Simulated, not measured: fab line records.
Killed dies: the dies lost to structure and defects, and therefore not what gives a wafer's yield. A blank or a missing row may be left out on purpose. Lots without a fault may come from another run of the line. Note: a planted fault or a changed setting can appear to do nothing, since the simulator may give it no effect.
Code-filled problem report in 8D (eight disciplines) form | flow nandHarc | the parts of the form that need people (team, actions taken, sign-off) are left out

1. WHAT WENT WRONG
NHARC_A_DECK1_JOINT_THK_MEAS_17, thkNm: mean 72.3 nm over 1 wafer from 1 lot; wafers with no fault: 45.2 nm, standard deviation 1.2. That puts it +23 standard deviations away from the usual mean.
The step: measures by ellipsometry.
Earliest sighting: wafer L750.6 on filmMetro-02 at day 18 10:04. The record holds 39 wafers of 13 lots with a number at this step. Rule for "out", or "out of limits": more than 4 standard deviations from the usual mean. Any other wafer with a number is counted as sound.

2. WHAT IT IS, WHAT IT ISN'T
question                    | is                | is not
which readings at this step | thkNm             | -
which lots                  | L750              | L737, L739, L740, L742, L743, L746, L752, L755, L757, L758, L759, L760
which wafers of those lots  | L750.6            | L750.1, L750.5
read on which gauges        | filmMetro-02      | filmMetro-01
when                        | from day 18 10:04 | up to then (20 sound wafers); but 18 sound wafers of L752, L755, L757, L758, L759, L760 came after

3. THE SUSPECTS, EACH WITH WHAT RULES IT OUT
Counting: any tool at a process step up to the reading remains a suspect provided it ran every lot that is out. Sound lots after the first of them don't rule it out here, since some wafers of a struck lot are sound.
- the gauge at NHARC_A_DECK1_JOINT_THK_MEAS_17: kept. All the wafers that are out were read on filmMetro-02, and no step on other tools shows them out.
- pecvd-01 at NHARC_A_DECK1_JOINT_DEP_16 (deposits SiO2, target thk 45 nm): kept. The lot that is out, L750, ran on it at day 18 09:49; the last sound lot it ran before that was L746, at day 16 06:26.
- At NHARC_A_DECK1_JOINT_DEP_16 on pecvd-01, chamber 0 took the sound wafers of the same lots and chamber 1 took the wafers that are out.
What counting leaves: pecvd-01 at NHARC_A_DECK1_JOINT_DEP_16 and filmMetro-02 at NHARC_A_DECK1_JOINT_THK_MEAS_17.

4. THE CAUSE (what the simulator had put in)
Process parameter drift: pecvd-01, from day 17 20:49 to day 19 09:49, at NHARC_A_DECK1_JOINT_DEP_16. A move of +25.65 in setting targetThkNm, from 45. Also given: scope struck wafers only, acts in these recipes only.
2 suspects survive the count, and this tool is in that group.

5. THE CHAIN OF EFFECTS, in route order
Each row: a reading where the mean over the struck wafers with a number is more than 3 standard deviations away from the usual. Scope: only readings with a usual standard deviation given in the record; hours: median across lots of the time from each lot's start at the first step in this table that gives one to its start at this step; sigmas: change in usual standard deviations.
hours | step                            | reading | usual   | on struck wafers | change | sigmas
0     | NHARC_A_DECK1_JOINT_THK_MEAS_17 | thkNm   | 45.2 nm | 72.3             | +27.1  | +23
Later measuring or inspecting steps at which every struck wafer that the step has a row for has a number for every such reading, and none has moved that far: NHARC_A_ONON_D2_THK_MEAS_02, NHARC_A_ONON_D2_THK_MEAS_18, NHARC_END_SORT_01.

6. WHAT WOULD HAVE CAUGHT IT SOONER
The first out-of-limits reading at a measuring or inspecting step in this record came at day 18 10:04, 13 hours after the fault's start at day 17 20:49.
An alarm limit of 4 standard deviations would not have fired on the tool readings at NHARC_A_DECK1_JOINT_DEP_16 for which the record gives a usual standard deviation, since none of them was out on any struck wafer.
Each of the lots that are out, 1 in all, had begun NHARC_A_DECK1_JOINT_DEP_16 on pecvd-01 no later than day 18 10:04. Holding the tool at that point would not have protected any of them.
